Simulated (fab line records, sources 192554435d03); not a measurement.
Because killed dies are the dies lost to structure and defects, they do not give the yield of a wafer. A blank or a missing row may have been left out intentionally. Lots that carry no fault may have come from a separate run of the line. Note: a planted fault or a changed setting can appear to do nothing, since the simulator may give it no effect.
A single fault, viewed from 3 desks | flow n5 finfet | what lay behind the numbers comes last; until then each desk has only its own

AT THE METROLOGY DESK
What the gauges read for every lot (on any tool): the sampled wafers with a number, averaged. Marked OUT: a lot whose mean sits more than 4 standard deviations from the usual mean, which makes it out of limits; the brackets give that distance.
Columns: A = cd nm at N5_BEOL_M8_CD_MEAS_18, usual 40.1 nm; B = cd nm at N5_BEOL_M8_CD_MEAS_28, usual 39.92 nm; C = V7_OVL at N5_BEOL_M8_OVL_MEAS_29, usual -0.2 nm
lot  | first seen here | A    | B     | C
L852 | day 9 16:08     | 40.1 | 39.97 | 0.4
L860 | day 11 18:41    | 39.6 | 39.98 | 0.8
L865 | day 13 03:31    | 39.9 | 40.41 | -0.1
L866 | day 14 01:16    | 40.5 | 40.22 | 0.1
L870 | day 14 06:38    | 40.8 | 39.92 | 0.2
L871 | day 15 15:34    | 40.3 | 39.93 | -0.4
This desk's finding: nothing out of limits on any of the 6 lots.

FOR THE TOOL OWNER'S DESK: euv scanner-02
The tool's own readings at N5_BEOL_M8_EXPOSE_25 (exposes mask V7, target cd 40 nm): means of the sampled wafers that have a number, for each lot that ran on this tool. Marked OUT: a lot whose mean sits more than 4 standard deviations from the usual mean, which makes it out of limits; the brackets give that distance.
Columns: A = exposure dose mJ cm2 at N5_BEOL_M8_EXPOSE_25, usual 42.49; B = reticle temp C at N5_BEOL_M8_EXPOSE_25, usual 23.01 C
lot  | first seen here | A               | B
L852 | day 9 16:34     | 42.48           | 23.06
L865 | day 13 05:10    | 43.35 (+19) OUT | 22.95
L866 | day 14 04:10    | 43.05 (+12) OUT | 22.94
This desk finds L865, L866 out of limits, L865 being first, at day 13 05:10 (exposure dose mJ cm2 at N5_BEOL_M8_EXPOSE_25). L852 stayed within limits.

THE DEFECT DESK
Counts from the inspections along the route, per lot, as means over the sampled wafers that have a number. Marked OUT: a lot whose mean sits more than 4 standard deviations from the usual mean, which makes it out of limits; the brackets give that distance.
Columns: A = raw defect count at N5_BEOL_M8_INSPECT_30, usual 391
lot  | first seen here | A
L852 | day 9 16:47     | 312
L860 | day 11 21:03    | 289
L865 | day 13 05:23    | 336
L866 | day 14 04:23    | 335
L870 | day 14 07:19    | 348
L871 | day 15 16:09    | 394
This desk's finding: nothing out of limits on any of the 6 lots.

BROUGHT TOGETHER
The tool owner's desk had the chance to raise an alarm at day 13 05:10 on L865, L866.
From the metrology desk's view, nothing was out of limits.
The defect desk saw nothing out of limits.
The metrology desk has L865, L866 on record, within its limits.
The defect desk has L865, L866 on record, within its limits.
All the named lots went through N5_BEOL_M8_EXPOSE_25 on euv scanner-02.

WHAT THE SIMULATOR HAD INSERTED
Drift in process parameters on euv scanner-02 at N5_BEOL_M8_EXPOSE_25, starting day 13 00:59. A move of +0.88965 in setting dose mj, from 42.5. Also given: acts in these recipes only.
Lots struck among those shown: L865, L866.
Time in hours from fault onset to the first out-of-limits reading at each desk: the tool owner's desk, 4.
